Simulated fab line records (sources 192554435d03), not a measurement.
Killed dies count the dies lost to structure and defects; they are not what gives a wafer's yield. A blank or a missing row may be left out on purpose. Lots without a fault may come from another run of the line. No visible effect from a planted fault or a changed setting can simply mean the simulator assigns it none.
Matching of chambers -- flow n5 finfet -- N5_BEOL_M11_CMP_52 on cmp-01: 4 sister chambers
The step polishes, stops on SiCOH lowk, t overpolish 7 s, target thk 140 nm. 8 wafers are shown with their chamber, then 10 later ones without.

== WAFERS, EACH WITH ITS CHAMBER ==
wafer,chamber,motor current A (A),time to endpoint s (s)
L076.2,0,6.0,59
L076.6,2,5.2,66
L080.1,1,6.9,66
L080.5,0,6.1,59
L083.5,3,6.1,69
L083.6,2,5.4,67
L086.1,1,7.4,74
L086.2,3,5.9,76

== WAFERS WITH NO CHAMBER GIVEN ==
wafer,motor current A (A),time to endpoint s (s)
L086.5,6.3,72
L091.4,7.0,71
L091.5,6.1,76
L091.6,5.3,70
L094.1,6.0,60
L094.3,7.3,69
L094.5,6.9,70
L096.3,5.1,68
L096.5,5.7,73
L096.6,5.4,68

== WHICH CHAMBER EACH WENT THROUGH ==
wafer,from the rows above,in truth
L086.5,3,3
L091.4,1,1
L091.5,3,3
L091.6,2,2
L094.1,0,0
L094.3,1,1
L094.5,1,1
L096.3,2,2
L096.5,can't be placed: 3 or 2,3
L096.6,2,2
Placed correctly: 9 of 10. Can't be placed from these rows: 1 (the true chamber is among the candidates in 1). 0 placed wrongly.
How it was worked out, from the rows above alone: a wafer's distance from a chamber is the root of the sum, over the readings, of the square of ((its reading less the chamber's mean) divided by the reading's scatter). If the next closest chamber is less than 2 further off than the closest, the wafer can't be placed; otherwise it belongs to the closest. A chamber's mean is the mean of its shown wafers. How the scatter is found: for the shown wafers, subtract from each reading the mean of its chamber, square and add these, divide the total by (wafers less chambers), then take the root.
